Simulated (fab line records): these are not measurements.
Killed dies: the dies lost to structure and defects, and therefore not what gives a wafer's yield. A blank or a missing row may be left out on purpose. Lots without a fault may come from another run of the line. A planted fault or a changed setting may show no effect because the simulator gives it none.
Which of the tools did it?	flow nand harc	Sampling: 24 lots, 72 wafers, 6 of 1302 route steps

## WHAT EACH GAUGE READ, for each wafer
Not one reading of a measure or inspect step in the record can be checked against a usual standard deviation.

## EACH LOT AND THE TOOL THAT RAN IT (in order: tool; ch and the chambers of the sampled wafers; start)
lot	NHARC_A_CHANNEL_FILL_D2_CMP_10	NHARC_A_STAIRCASE_TRIM_18	NHARC_A_STAIRCASE_ETCH_19	NHARC_A_STAIRCASE_TRIM_24	NHARC_A_STAIRCASE_ETCH_25	NHARC_A_STAIRCASE_TRIM_198
L074	cmp-02 ch 0,2,3, day 15 06:05	rie diel-02 ch 0,3, no start	rie diel-02 ch 0,3, no start	rie diel-02 ch 0,3, no start	rie diel-02 ch 3, no start	rie diel-11 ch 1,2, no start
L076	cmp-02 ch 0,3, day 16 06:25	rie diel-04 ch 0,2,3, no start	rie diel-04 ch 1,2, no start	rie diel-04 ch 2,3, no start	rie diel-04 ch 0,2,3, no start	rie diel-04 ch 1,2,3, no start
L075	cmp-01 ch 0,1,3, day 16 06:25	rie diel-04 ch 0,2,3, no start	rie diel-04 ch 0,1,2, no start	rie diel-04 ch 0,1,3, no start	rie diel-04 ch 1,2,3, no start	rie diel-02 ch 0,1,3, no start
L077	cmp-03 ch 2,3, day 16 06:25	rie diel-11 ch 1,2,3, no start	rie diel-11 ch 0,1,3, no start	rie diel-02 ch 0,1,2, no start	rie diel-02 ch 0,3, no start	rie diel-11 ch 1,2,3, no start
L078	cmp-01 ch 0,2, day 17 04:16	rie diel-02 ch 0,2,3, no start	rie diel-02 ch 0,1, no start	rie diel-02 ch 1,2,3, no start	rie diel-02 ch 2,3, no start	rie diel-04 ch 2,3, no start
L079	cmp-01 ch 1,2, day 17 10:01	rie diel-04 ch 1,3, no start	rie diel-04 ch 1,3, no start	rie diel-11 ch 0,1,3, no start	rie diel-11 ch 0,1,3, no start	rie diel-02 ch 0,1, no start
L080	cmp-03 ch 2,3, day 18 04:20	rie diel-02 ch 1,2, no start	rie diel-02 ch 0,1,2, no start	rie diel-11 ch 2,3, no start	rie diel-11 ch 0,1,3, no start	rie diel-04 ch 1,2, no start
L081	cmp-01 ch 1,2,3, day 18 04:22	rie diel-02 ch 1,2, no start	rie diel-02 ch 2,3, no start	rie diel-02 ch 1,2,3, no start	rie diel-02 ch 0,1,3, no start	rie diel-04 ch 0,3, no start
L082	cmp-01 ch 1,2,3, day 18 19:30	rie diel-04 ch 0,1,3, no start	rie diel-04 ch 1,3, no start	rie diel-11 ch 1,2,3, no start	rie diel-11 ch 0,2,3, no start	rie diel-04 ch 1,2,3, no start
L084	cmp-02 ch 0,1, day 19 15:53	rie diel-04 ch 1,3, no start	rie diel-04 ch 1,2, no start	rie diel-04 ch 2,3, no start	rie diel-04 ch 1,2,3, no start	rie diel-02 ch 0,1, no start
L083	cmp-01 ch 0,1, day 19 19:54	rie diel-04 ch 1,2,3, no start	rie diel-04 ch 1,2, no start	rie diel-04 ch 0,2, no start	rie diel-04 ch 0,2,3, no start	rie diel-02 ch 1,2, no start
L085	cmp-02 ch 0,1, day 20 06:35	rie diel-02 ch 2,3, no start	rie diel-02 ch 0,2,3, no start	rie diel-02 ch 2,3, no start	rie diel-02 ch 0,3, no start	rie diel-04 ch 0,2, no start
L086	cmp-02 ch 1,2, day 20 10:09	rie diel-02 ch 1,3, no start	rie diel-02 ch 1,2,3, no start	rie diel-02 ch 0,3, no start	rie diel-02 ch 0,1,3, no start	rie diel-11 ch 2,3, no start
L087	cmp-02 ch 1,3, day 20 17:05	rie diel-11 ch 0,1, no start	rie diel-11 ch 0,2,3, no start	rie diel-02 ch 0,3, no start	rie diel-02 ch 0,3, no start	rie diel-02 ch 2,3, no start
L088	cmp-02 ch 0,1,3, day 21 10:20	rie diel-04 ch 1,2, no start	rie diel-04 ch 2,3, no start	rie diel-11 ch 1,3, no start	rie diel-11 ch 0,1,2, no start	rie diel-11 ch 0,1, no start
L089	cmp-03 ch 0,1,2, day 21 10:20	rie diel-02 ch 1,2,3, no start	rie diel-02 ch 0,2,3, no start	rie diel-02 ch 0,2,3, no start	rie diel-02 ch 0,1,2, no start	rie diel-04 ch 1,2,3, no start
L091	cmp-01 ch 0,1,2, day 22 04:34	rie diel-11 ch 1,2,3, no start	rie diel-11 ch 0,1,2, no start	rie diel-02 ch 1,2,3, no start	rie diel-02 ch 0,1,3, no start	rie diel-02 ch 0,1,2, no start
L090	cmp-02 ch 0,3, day 22 04:36	rie diel-02 ch 2,3, no start	rie diel-02 ch 0,2,3, no start	rie diel-11 ch 1,2,3, no start	rie diel-11 ch 0,1,2, no start	rie diel-02 ch 0,1, no start
L093	cmp-01 ch 0,3, day 23 06:49	rie diel-11 ch 0,2,3, no start	rie diel-11 ch 1,2,3, no start	rie diel-04 ch 2,3, no start	rie diel-04 ch 2,3, no start	rie diel-04 ch 0,1,3, no start
L092	cmp-02 ch 0,1,2, day 23 06:52	rie diel-11 ch 0,1,2, no start	rie diel-11 ch 0,2,3, no start	rie diel-02 ch 0,1,2, no start	rie diel-02 ch 1,3, no start	rie diel-02 ch 0,1, no start
L095	cmp-01 ch 0,2,3, day 23 20:53	rie diel-02 ch 0,1,3, no start	rie diel-02 ch 0,2,3, no start	rie diel-04 ch 0,2,3, no start	rie diel-04 ch 0,1,3, no start	rie diel-02 ch 0,1,2, no start
L094	cmp-02 ch 0,2,3, day 24 17:56	rie diel-11 ch 0,1,3, no start	rie diel-11 ch 1,2,3, no start	rie diel-04 ch 0,1,2, no start	rie diel-04 ch 0,1, no start	rie diel-04 ch 2,3, no start
L096	cmp-01 ch 0,1, day 25 06:04	rie diel-02 ch 0,1,3, no start	rie diel-02 ch 0,1, no start	rie diel-04 ch 0,1, no start	rie diel-04 ch 1,2, no start	rie diel-04 ch 1,2,3, no start
L097	cmp-02 ch 0,1,2, day 25 09:45	rie diel-02 ch 0,1, no start	rie diel-02 ch 1,2,3, no start	rie diel-02 ch 0,1,2, no start	rie diel-02 ch 1,2, no start	rie diel-02 ch 2,3, no start
- NHARC_A_CHANNEL_FILL_D2_CMP_10: polishes, target thk 150 nm.
- NHARC_A_STAIRCASE_TRIM_18: chemistry O2, time 211.2 s.
- NHARC_A_STAIRCASE_ETCH_19: etches the open film in C4F8/O2, target depth 100 nm, time 40.5 s.
- NHARC_A_STAIRCASE_TRIM_24: chemistry O2, time 211.2 s.
- NHARC_A_STAIRCASE_ETCH_25: etches the open film in C4F8/O2, target depth 100 nm, time 40.5 s.
- NHARC_A_STAIRCASE_TRIM_198: chemistry O2, time 211.2 s.

## WHAT THE TOOLS THEMSELVES READ (means of the sampled wafers that have a number; where no wafer has one, the mark that the record gives instead)
NHARC_A_CHANNEL_FILL_D2_CMP_10.
lot	tool	motor current A (A)	slurry filter dp kPa (kPa)	time to endpoint s (s)
L074	cmp-02	11.4	13.60	15.9
L076	cmp-02	11.1	13.56	16.8
L075	cmp-01	13.1	13.52	14.6
L077	cmp-03	10.6	13.29	14.9
L078	cmp-01	13.7	13.56	16.5
L079	cmp-01	12.3	13.51	16.1
L080	cmp-03	10.9	13.69	15.6
L081	cmp-01	12.8	13.57	16.8
L082	cmp-01	12.6	13.40	15.2
L084	cmp-02	10.6	13.50	17.5
L083	cmp-01	12.2	13.50	14.7
L085	cmp-02	10.8	13.63	13.0
L086	cmp-02	11.0	13.62	15.7
L087	cmp-02	9.8	13.39	16.1
L088	cmp-02	11.2	13.59	14.9
L089	cmp-03	11.3	13.49	15.2
L091	cmp-01	13.0	13.62	17.5
L090	cmp-02	11.0	13.56	15.9
L093	cmp-01	13.9	13.42	16.3
L092	cmp-02	11.5	13.55	16.1
L095	cmp-01	13.3	13.56	17.7
L094	cmp-02	11.6	13.50	16.4
L096	cmp-01	12.7	13.57	14.5
L097	cmp-02	11.4	13.53	15.2

NHARC_A_STAIRCASE_TRIM_18.
lot	tool	drypump motor current A (A)	oes product au (a.u.)	rf vpp V (V)	showerhead plenum p Torr (Torr)	throttle valve pct (%)
L074	rie diel-02	5.51	0.999	57.1	3.42	17.034
L076	rie diel-04	5.51	1.008	58.6	3.58	17.036
L075	rie diel-04	5.50	1.007	58.0	3.58	17.035
L077	rie diel-11	5.76	1.013	57.6	3.46	17.040
L078	rie diel-02	5.63	0.998	58.2	3.45	17.033
L079	rie diel-04	5.49	1.002	57.8	3.58	17.035
L080	rie diel-02	5.94	1.003	57.6	3.53	17.039
L081	rie diel-02	5.86	1.005	57.8	3.64	17.034
L082	rie diel-04	5.44	1.006	57.4	3.58	17.033
L084	rie diel-04	5.22	0.999	56.9	3.51	17.039
L083	rie diel-04	5.55	1.003	57.1	3.56	17.043
L085	rie diel-02	5.50	1.000	58.7	3.53	17.036
L086	rie diel-02	5.41	0.994	58.7	3.64	17.038
L087	rie diel-11	5.62	1.000	57.1	3.37	17.037
L088	rie diel-04	5.88	0.993	56.9	3.59	17.031
L089	rie diel-02	5.67	0.997	57.7	3.57	17.035
L091	rie diel-11	5.76	0.997	57.9	3.61	17.035
L090	rie diel-02	5.77	1.000	58.5	3.46	17.029
L093	rie diel-11	5.63	1.006	57.8	3.57	17.051
L092	rie diel-11	5.63	1.004	57.9	3.49	17.038
L095	rie diel-02	5.55	1.000	57.4	3.53	17.035
L094	rie diel-11	5.61	1.010	57.8	3.43	17.039
L096	rie diel-02	5.57	1.004	57.3	3.53	17.035
L097	rie diel-02	5.73	1.002	58.9	3.58	17.039

NHARC_A_STAIRCASE_ETCH_19.
lot	tool	oes product au (a.u.)	rf vpp V (V)
L074	rie diel-02	0.937	892
L076	rie diel-04	0.944	900
L075	rie diel-04	0.942	899
L077	rie diel-11	0.955	894
L078	rie diel-02	0.949	892
L079	rie diel-04	0.945	896
L080	rie diel-02	0.932	895
L081	rie diel-02	0.945	896
L082	rie diel-04	0.942	898
L084	rie diel-04	0.952	898
L083	rie diel-04	0.939	899
L085	rie diel-02	0.938	893
L086	rie diel-02	0.941	898
L087	rie diel-11	0.957	896
L088	rie diel-04	0.939	896
L089	rie diel-02	0.937	892
L091	rie diel-11	0.949	894
L090	rie diel-02	0.936	892
L093	rie diel-11	0.951	899
L092	rie diel-11	0.938	897
L095	rie diel-02	0.940	893
L094	rie diel-11	0.952	897
L096	rie diel-02	0.934	898
L097	rie diel-02	0.934	897

NHARC_A_STAIRCASE_TRIM_24.
lot	tool	drypump motor current A (A)	oes product au (a.u.)	rf vpp V (V)	showerhead plenum p Torr (Torr)	throttle valve pct (%)
L074	rie diel-02	5.5	0.997	58.8	3.42	17.038
L076	rie diel-04	5.3	1.011	58.1	3.52	17.045
L075	rie diel-04	5.4	1.009	57.6	3.59	17.035
L077	rie diel-02	5.8	1.008	57.6	3.50	17.037
L078	rie diel-02	5.7	1.004	58.0	3.59	17.032
L079	rie diel-11	5.6	1.011	57.6	3.46	17.033
L080	rie diel-11	5.8	1.002	57.0	3.40	17.045
L081	rie diel-02	5.7	0.993	57.6	3.59	17.033
L082	rie diel-11	5.8	1.008	56.6	3.44	17.034
L084	rie diel-04	5.3	0.996	57.7	3.50	17.035
L083	rie diel-04	5.7	1.001	57.5	3.62	17.037
L085	rie diel-02	5.7	0.999	58.0	3.47	17.041
L086	rie diel-02	5.5	0.999	57.8	3.40	17.033
L087	rie diel-02	5.3	0.996	57.0	3.49	17.033
L088	rie diel-11	5.7	1.009	57.0	3.56	17.036
L089	rie diel-02	5.6	1.003	57.2	3.43	17.036
L091	rie diel-02	5.7	0.992	58.2	3.57	17.036
L090	rie diel-11	5.8	1.008	58.1	3.61	17.046
L093	rie diel-04	5.3	1.006	58.3	3.49	17.041
L092	rie diel-02	5.8	1.000	57.1	3.47	17.043
L095	rie diel-04	5.5	1.009	57.7	3.54	17.043
L094	rie diel-04	5.8	1.001	58.3	3.59	17.043
L096	rie diel-04	5.6	1.008	58.0	3.61	17.035
L097	rie diel-02	5.8	1.006	57.2	3.47	17.034

NHARC_A_STAIRCASE_ETCH_25.
lot	tool	oes product au (a.u.)	rf vpp V (V)
L074	rie diel-02	0.919	900
L076	rie diel-04	0.941	898
L075	rie diel-04	0.934	898
L077	rie diel-02	0.954	891
L078	rie diel-02	0.952	896
L079	rie diel-11	0.946	894
L080	rie diel-11	0.949	893
L081	rie diel-02	0.941	896
L082	rie diel-11	0.945	890
L084	rie diel-04	0.942	897
L083	rie diel-04	0.942	898
L085	rie diel-02	0.939	895
L086	rie diel-02	0.944	897
L087	rie diel-02	0.937	894
L088	rie diel-11	0.944	895
L089	rie diel-02	0.947	895
L091	rie diel-02	0.951	896
L090	rie diel-11	0.952	895
L093	rie diel-04	0.955	895
L092	rie diel-02	0.947	901
L095	rie diel-04	0.944	897
L094	rie diel-04	0.949	899
L096	rie diel-04	0.949	897
L097	rie diel-02	0.951	899

NHARC_A_STAIRCASE_TRIM_198.
lot	tool	drypump motor current A (A)	oes product au (a.u.)	rf vpp V (V)	showerhead plenum p Torr (Torr)	throttle valve pct (%)
L074	rie diel-11	5.8	1.015	57.5	3.37	17.036
L076	rie diel-04	5.5	0.998	57.6	3.57	17.035
L075	rie diel-02	5.5	0.999	58.6	3.56	17.033
L077	rie diel-11	5.8	1.000	57.6	3.46	17.040
L078	rie diel-04	5.3	1.003	57.6	3.51	17.030
L079	rie diel-02	5.7	1.000	57.9	3.46	17.034
L080	rie diel-04	5.9	0.995	57.7	3.61	17.034
L081	rie diel-04	5.4	1.007	58.0	3.59	17.032
L082	rie diel-04	5.6	1.007	58.3	3.56	17.037
L084	rie diel-02	5.7	1.001	57.6	3.45	17.040
L083	rie diel-02	5.9	0.998	57.6	3.52	17.041
L085	rie diel-04	5.8	0.995	58.0	3.61	17.038
L086	rie diel-11	5.8	1.003	57.4	3.75	17.049
L087	rie diel-02	5.5	0.987	57.5	3.53	17.047
L088	rie diel-11	5.6	1.002	57.4	3.37	17.041
L089	rie diel-04	5.6	1.003	57.5	3.55	17.027
L091	rie diel-02	5.8	1.001	57.6	3.48	17.026
L090	rie diel-02	5.7	1.004	58.1	3.59	17.039
L093	rie diel-04	5.4	1.009	57.5	3.56	17.037
L092	rie diel-02	5.7	1.012	57.5	3.43	17.030
L095	rie diel-02	5.8	0.998	57.8	3.47	17.025
L094	rie diel-04	5.6	0.996	57.8	3.53	17.032
L096	rie diel-04	5.5	1.000	58.7	3.53	17.043
L097	rie diel-02	5.7	1.002	57.8	3.45	17.033

## THE ANSWER, worked out from the rows above alone
Rule: usual is defined by the lots themselves. Put in order of their means at a reading, lots are off if they are a third of the lots or fewer, leave a main group of 4 or more, and stand apart from it by a gap of 3 or more times the standard deviation of the main group's means; of several such gaps the widest counts. A main group whose means are all the same, to the digits that the tables above print for the reading, isn't used. Also off: a lot with no number at a reading for which 4 or more lots have one. Where the step has rows for the other lots, those lots are counted as sound. Order of review: gauges by route order, followed by the tools' own readings, for which a lot's mean as printed above is used. At the first step where some lot is off, the reading lying furthest off is the one used; lots without a number count as furthest.
No lot is off at any reading shown: from this, nothing can be told.

## WHAT THE SIMULATOR HAD INSERTED
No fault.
